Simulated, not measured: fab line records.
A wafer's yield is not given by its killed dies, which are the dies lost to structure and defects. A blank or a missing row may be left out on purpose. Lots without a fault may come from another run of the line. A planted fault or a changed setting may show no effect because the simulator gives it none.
Which of the tools did it? / flow n5 finfet / 10 lots with 29 wafers sampled at 7 steps, on a route of 1938 steps

WHAT THE GAUGES SHOWED, per wafer
N5_BEOL_M4_RC_MEAS_101. Usual: DIBL_N 35.9 mV/V, standard deviation 1.7; DIBL_P 35.8 mV/V, standard deviation 2.2; IOFF_N 0.15 nA/um, standard deviation 0.03; IOFF_P 0.21 nA/um, standard deviation 0.036; ION_N 674 uA/um, standard deviation 12; ION_P 463 uA/um, standard deviation 7.2; SS_N 71.3 mV/dec, standard deviation 0.59; SS_P 73.1 mV/dec, standard deviation 0.69; VT_N 250 mV, standard deviation 3; VT_P -251 mV, standard deviation 3.2.
lot=L851; measured=day 8 09:34; on=prober-01; DIBL_N (mV/V)=34.2 33.6 34.9; DIBL_P (mV/V)=33.4 33.0 34.2; IOFF_N (nA/um)=0.13 0.12 0.14; IOFF_P (nA/um)=0.20 0.19 0.20; ION_N (uA/um)=674 658 668; ION_P (uA/um)=468 462 462; SS_N (mV/dec)=71.0 71.3 71.7; SS_P (mV/dec)=72.0 72.1 73.0; VT_N (mV)=249 254 252; VT_P (mV)=-251 -250 -249; flag=
lot=L853; measured=day 8 18:11; on=prober-01; DIBL_N (mV/V)=36.8 36.7 36.3; DIBL_P (mV/V)=37.1 36.6 36.3; IOFF_N (nA/um)=0.17 0.16 0.17; IOFF_P (nA/um)=0.23 0.22 0.22; ION_N (uA/um)=676 678 682; ION_P (uA/um)=469 469 472; SS_N (mV/dec)=71.6 71.8 71.7; SS_P (mV/dec)=73.7 73.8 73.7; VT_N (mV)=250 252 249; VT_P (mV)=-248 -249 -249; flag=
lot=L855; measured=day 9 18:02; on=prober-02; DIBL_N (mV/V)=36.5 37.8 38.6; DIBL_P (mV/V)=36.2 37.1 38.2; IOFF_N (nA/um)=0.16 0.18 0.20; IOFF_P (nA/um)=0.21 0.23 0.25; ION_N (uA/um)=676 693 684; ION_P (uA/um)=465 464 471; SS_N (mV/dec)=71.3 71.6 72.5; SS_P (mV/dec)=72.6 72.4 73.0; VT_N (mV)=249 246 246; VT_P (mV)=-251 -248 -247; flag=
lot=L856; measured=day 10 00:35; on=prober-02; DIBL_N (mV/V)=38.4 38.3 38.0; DIBL_P (mV/V)=39.9 39.9 38.8; IOFF_N (nA/um)=0.20 0.21 0.19; IOFF_P (nA/um)=0.26 0.27 0.23; ION_N (uA/um)=693 683 677; ION_P (uA/um)=472 473 461; SS_N (mV/dec)=72.1 71.8 71.3; SS_P (mV/dec)=73.9 74.4 73.3; VT_N (mV)=245 247 248; VT_P (mV)=-249 -249 -249; flag=
lot=L857; measured=day 10 13:59; on=prober-01; DIBL_N (mV/V)=35.7 35.9 35.3; DIBL_P (mV/V)=37.4 36.5 37.5; IOFF_N (nA/um)=0.15 0.14 0.15; IOFF_P (nA/um)=0.20 0.21 0.22; ION_N (uA/um)=675 675 685; ION_P (uA/um)=467 467 474; SS_N (mV/dec)=71.2 71.5 71.3; SS_P (mV/dec)=73.1 73.0 72.5; VT_N (mV)=250 254 249; VT_P (mV)=-252 -249 -252; flag=
lot=L860; measured=day 11 04:28; on=prober-02; DIBL_N (mV/V)=36.4 38.0 35.9; DIBL_P (mV/V)=34.9 36.9 33.9; IOFF_N (nA/um)=0.14 0.17 0.14; IOFF_P (nA/um)=0.20 0.24 0.18; ION_N (uA/um)=674 675 675; ION_P (uA/um)=463 462 463; SS_N (mV/dec)=71.1 72.1 71.3; SS_P (mV/dec)=73.5 73.5 72.4; VT_N (mV)=251 250 252; VT_P (mV)=-250 -249 -253; flag=
lot=L866; measured=day 12 07:35; on=prober-01; DIBL_N (mV/V)=32.6 34.0 33.3; DIBL_P (mV/V)=32.8 34.3 33.3; IOFF_N (nA/um)=0.12 0.14 0.12; IOFF_P (nA/um)=0.17 0.19 0.17; ION_N (uA/um)=659 673 674; ION_P (uA/um)=464 467 463; SS_N (mV/dec)=70.5 70.6 70.7; SS_P (mV/dec)=71.4 72.4 71.8; VT_N (mV)=253 252 251; VT_P (mV)=-250 -250 -251; flag=
lot=L868; measured=day 13 04:11; on=prober-01; DIBL_N (mV/V)=33.5 32.6 36.3; DIBL_P (mV/V)=33.8 31.7 35.8; IOFF_N (nA/um)=0.13 0.11 0.17; IOFF_P (nA/um)=0.19 0.17 0.22; ION_N (uA/um)=670 645 681; ION_P (uA/um)=464 447 468; SS_N (mV/dec)=70.4 70.0 71.0; SS_P (mV/dec)=72.4 72.1 73.4; VT_N (mV)=250 252 251; VT_P (mV)=-248 -251 -248; flag=
lot=L869; measured=day 13 05:05; on=prober-02; DIBL_N (mV/V)=37.1 35.7; DIBL_P (mV/V)=36.8 35.6; IOFF_N (nA/um)=0.17 0.15; IOFF_P (nA/um)=0.25 0.22; ION_N (uA/um)=679 677; ION_P (uA/um)=472 464; SS_N (mV/dec)=71.1 71.6; SS_P (mV/dec)=73.1 73.1; VT_N (mV)=249 249; VT_P (mV)=-246 -248; flag=
lot=L871; measured=day 13 22:01; on=prober-02; DIBL_N (mV/V)=35.8 37.6 34.1; DIBL_P (mV/V)=36.1 38.6 33.2; IOFF_N (nA/um)=0.15 0.19 0.12; IOFF_P (nA/um)=0.21 0.25 0.16; ION_N (uA/um)=673 686 665; ION_P (uA/um)=461 467 455; SS_N (mV/dec)=71.4 72.0 70.5; SS_P (mV/dec)=73.9 74.6 72.6; VT_N (mV)=248 246 255; VT_P (mV)=-251 -249 -251; flag=

N5_BEOL_M15_INSPECT_30: inspects for defects (macro). Usual: raw defect count reads 2.1 (standard deviation 1.4).
lot=L851; measured=day 11 19:43; on=defect inspect-01; raw defect count=3 4 2; flag=
lot=L853; measured=day 12 07:29; on=defect inspect-02; raw defect count=1 1 3; flag=
lot=L855; measured=day 13 02:50; on=defect inspect-01; raw defect count=2 4 2; flag=
lot=L856; measured=day 13 09:03; on=defect inspect-02; raw defect count=2 2 2; flag=
lot=L857; measured=day 14 03:53; on=defect inspect-02; raw defect count=3 0 2; flag=
lot=L860; measured=day 14 21:35; on=defect inspect-01; raw defect count=1 3 1; flag=
lot=L866; measured=day 16 01:07; on=defect inspect-01; raw defect count=3 3 2; flag=
lot=L868; measured=day 16 08:16; on=defect inspect-01; raw defect count=2 0 3; flag=
lot=L869; measured=day 16 12:18; on=defect inspect-02; raw defect count=2 3; flag=
lot=L871; measured=day 17 10:14; on=defect inspect-01; raw defect count=3 2 6; flag=

N5_BEOL_M15_THK_MEAS_50: measures by xrf. Usual: for M15_THK the level is 838 nm and the standard deviation is 13.
lot=L851; measured=day 11 22:51; on=film metro-02; M15_THK (nm)=840 815 841; flag=
lot=L853; measured=day 12 11:47; on=film metro-01; M15_THK (nm)=853 834 850; flag=
lot=L855; measured=day 13 05:59; on=film metro-02; M15_THK (nm)=839 838 837; flag=
lot=L856; measured=day 13 11:59; on=film metro-02; M15_THK (nm)=- - -; flag=OFF
lot=L857; measured=day 14 08:46; on=film metro-02; M15_THK (nm)=- - -; flag=OFF
lot=L860; measured=day 15 04:15; on=film metro-02; M15_THK (nm)=856 847 843; flag=
lot=L866; measured=day 16 03:59; on=film metro-02; M15_THK (nm)=830 835 831; flag=
lot=L868; measured=day 16 10:47; on=film metro-01; M15_THK (nm)=835 824 838; flag=
lot=L869; measured=day 16 16:47; on=film metro-02; M15_THK (nm)=828 850; flag=
lot=L871; measured=day 17 13:49; on=film metro-02; M15_THK (nm)=817 855 826; flag=

N5_BEOL_M15_RS_MEAS_54: measures by four-point-probe. Usual: for M15_RS the level is 0.0216 ohm/sq and the standard deviation is 0.00031.
lot=L851; measured=day 11 22:59; on=film metro-01; M15_RS (ohm/sq)=0.0216 0.0223 0.0216; flag=
lot=L853; measured=day 12 11:55; on=film metro-01; M15_RS (ohm/sq)=0.0214 0.0217 0.0213; flag=
lot=L855; measured=day 13 06:07; on=film metro-01; M15_RS (ohm/sq)=0.0215 0.0215 0.0215; flag=
lot=L856; measured=day 13 12:07; on=film metro-02; M15_RS (ohm/sq)=32.747 32.600 32.417; flag=OFF
lot=L857; measured=day 14 08:54; on=film metro-02; M15_RS (ohm/sq)=33.691 33.708 33.638; flag=OFF
lot=L860; measured=day 15 04:23; on=film metro-01; M15_RS (ohm/sq)=0.0213 0.0216 0.0217; flag=
lot=L866; measured=day 16 04:07; on=film metro-01; M15_RS (ohm/sq)=0.0218 0.0218 0.0218; flag=
lot=L868; measured=day 16 10:55; on=film metro-02; M15_RS (ohm/sq)=0.0217 0.0220 0.0215; flag=
lot=L869; measured=day 16 16:56; on=film metro-02; M15_RS (ohm/sq)=0.0219 0.0213; flag=
lot=L871; measured=day 17 13:58; on=film metro-02; M15_RS (ohm/sq)=0.0223 0.0212 0.0220; flag=

N5_BEOL_M15_INSPECT_55: inspects for defects (darkfield). Usual: raw defect count reads 71 (standard deviation 24).
lot=L851; measured=day 11 23:01; on=defect inspect-01; raw defect count=63 56 65; flag=
lot=L853; measured=day 12 11:57; on=defect inspect-02; raw defect count=83 99 80; flag=
lot=L855; measured=day 13 06:08; on=defect inspect-02; raw defect count=71 61 49; flag=
lot=L856; measured=day 13 12:08; on=defect inspect-01; raw defect count=44 40 37; flag=
lot=L857; measured=day 14 08:56; on=defect inspect-01; raw defect count=89 94 80; flag=
lot=L860; measured=day 15 04:25; on=defect inspect-01; raw defect count=84 75 75; flag=
lot=L866; measured=day 16 04:08; on=defect inspect-01; raw defect count=44 34 71; flag=
lot=L868; measured=day 16 10:56; on=defect inspect-02; raw defect count=131 92 52; flag=
lot=L869; measured=day 16 16:58; on=defect inspect-02; raw defect count=48 49; flag=
lot=L871; measured=day 17 14:00; on=defect inspect-01; raw defect count=37 68 40; flag=

WHAT TOOL EACH LOT RAN ON (gives the tool, then ch and the chambers of the sampled wafers, and finally the start)
lot=L851; N5_BEOL_M15_DEGAS_41=pvd sputter-03, day 11 21:40; N5_BEOL_M15_SPUTTER_45=pvd sputter-03, day 11 21:54
lot=L853; N5_BEOL_M15_DEGAS_41=pvd sputter-03, day 12 10:36; N5_BEOL_M15_SPUTTER_45=pvd sputter-03, day 12 10:50
lot=L855; N5_BEOL_M15_DEGAS_41=pvd sputter-02, day 13 04:47; N5_BEOL_M15_SPUTTER_45=pvd sputter-02, day 13 05:02
lot=L856; N5_BEOL_M15_DEGAS_41=pvd sputter-03, day 13 10:48; N5_BEOL_M15_SPUTTER_45=pvd sputter-03, day 13 11:02
lot=L857; N5_BEOL_M15_DEGAS_41=pvd sputter-01, day 14 07:35; N5_BEOL_M15_SPUTTER_45=pvd sputter-01, day 14 07:49
lot=L860; N5_BEOL_M15_DEGAS_41=pvd sputter-01, day 15 02:50; N5_BEOL_M15_SPUTTER_45=pvd sputter-01, day 15 03:04
lot=L866; N5_BEOL_M15_DEGAS_41=pvd sputter-01, day 16 02:45; N5_BEOL_M15_SPUTTER_45=pvd sputter-01, day 16 02:59
lot=L868; N5_BEOL_M15_DEGAS_41=pvd sputter-03, day 16 09:11; N5_BEOL_M15_SPUTTER_45=pvd sputter-03, day 16 09:25
lot=L869; N5_BEOL_M15_DEGAS_41=pvd sputter-01, day 16 15:05; N5_BEOL_M15_SPUTTER_45=pvd sputter-01, day 16 15:19
lot=L871; N5_BEOL_M15_DEGAS_41=pvd sputter-03, day 17 12:37; N5_BEOL_M15_SPUTTER_45=pvd sputter-03, day 17 12:52
- N5_BEOL_M15_DEGAS_41: time 60 s.
- N5_BEOL_M15_SPUTTER_45: material Cu, target thk 100 nm, time 16.67 s.

WHAT THE TOOLS THEMSELVES READ (means of the sampled wafers that have a number; where no wafer has one, the mark that the record gives instead)
N5_BEOL_M15_DEGAS_41. Usual: heater power w reads 464 W (standard deviation 68).
lot=L851; tool=pvd sputter-03; heater power w (W)=462; flag=
lot=L853; tool=pvd sputter-03; heater power w (W)=445; flag=
lot=L855; tool=pvd sputter-02; heater power w (W)=531; flag=
lot=L856; tool=pvd sputter-03; heater power w (W)=416; flag=
lot=L857; tool=pvd sputter-01; heater power w (W)=432; flag=
lot=L860; tool=pvd sputter-01; heater power w (W)=467; flag=
lot=L866; tool=pvd sputter-01; heater power w (W)=471; flag=
lot=L868; tool=pvd sputter-03; heater power w (W)=447; flag=
lot=L869; tool=pvd sputter-01; heater power w (W)=425; flag=
lot=L871; tool=pvd sputter-03; heater power w (W)=459; flag=

N5_BEOL_M15_SPUTTER_45. Usual: bias v 59.9 V, standard deviation 0.58; cathode dc power W 26000 W, standard deviation 4.8; chamber pressure pa 0.13004 Pa, standard deviation 0.00027; throttle valve pct 29.7 %, standard deviation 1.1.
lot=L851; tool=pvd sputter-03; bias v (V)=60.5; cathode dc power W (W)=26005; chamber pressure pa (Pa)=0.13015; throttle valve pct (%)=28.3; flag=
lot=L853; tool=pvd sputter-03; bias v (V)=59.5; cathode dc power W (W)=26001; chamber pressure pa (Pa)=0.13003; throttle valve pct (%)=29.2; flag=
lot=L855; tool=pvd sputter-02; bias v (V)=59.7; cathode dc power W (W)=25999; chamber pressure pa (Pa)=0.13028; throttle valve pct (%)=30.8; flag=
lot=L856; tool=pvd sputter-03; bias v (V)=-; cathode dc power W (W)=-; chamber pressure pa (Pa)=-; throttle valve pct (%)=-; flag=OFF
lot=L857; tool=pvd sputter-01; bias v (V)=-; cathode dc power W (W)=-; chamber pressure pa (Pa)=-; throttle valve pct (%)=-; flag=OFF
lot=L860; tool=pvd sputter-01; bias v (V)=59.9; cathode dc power W (W)=25996; chamber pressure pa (Pa)=0.13007; throttle valve pct (%)=29.9; flag=
lot=L866; tool=pvd sputter-01; bias v (V)=60.4; cathode dc power W (W)=26005; chamber pressure pa (Pa)=0.12999; throttle valve pct (%)=29.8; flag=
lot=L868; tool=pvd sputter-03; bias v (V)=60.1; cathode dc power W (W)=26002; chamber pressure pa (Pa)=0.13009; throttle valve pct (%)=27.8; flag=
lot=L869; tool=pvd sputter-01; bias v (V)=59.3; cathode dc power W (W)=25995; chamber pressure pa (Pa)=0.13032; throttle valve pct (%)=29.4; flag=
lot=L871; tool=pvd sputter-03; bias v (V)=59.8; cathode dc power W (W)=26005; chamber pressure pa (Pa)=0.13019; throttle valve pct (%)=29.7; flag=

THE ANSWER, worked out from the rows above alone
Rule: take the mean of a lot's wafers that have a number; if it is more than 3 standard deviations from the usual mean, the lot is off. A lot without any number at a reading at which 4 lots or more have one is off too. Any other lot the step has rows for is counted as sound. The gauges are gone through in route order, then the tools' own readings, and for those a lot's mean is taken as printed above. At the first step where some lot is off, the reading lying furthest off is the one used; lots without a number count as furthest.
Off: at N5_BEOL_M15_THK_MEAS_50 (M15_THK), L856, L857. Without a number there: L856, L857.
If a tool, at a process step before that reading, ran all the lots that are off and no sound lot after the first of them, it fits. Not tried: the gauges at N5_BEOL_M15_THK_MEAS_50; whatever is off there is also off at N5_BEOL_M15_SPUTTER_45, on other tools, and gauge error can't account for it. No candidate that was tried fits.

WHAT THE SIMULATOR HAD PUT IN
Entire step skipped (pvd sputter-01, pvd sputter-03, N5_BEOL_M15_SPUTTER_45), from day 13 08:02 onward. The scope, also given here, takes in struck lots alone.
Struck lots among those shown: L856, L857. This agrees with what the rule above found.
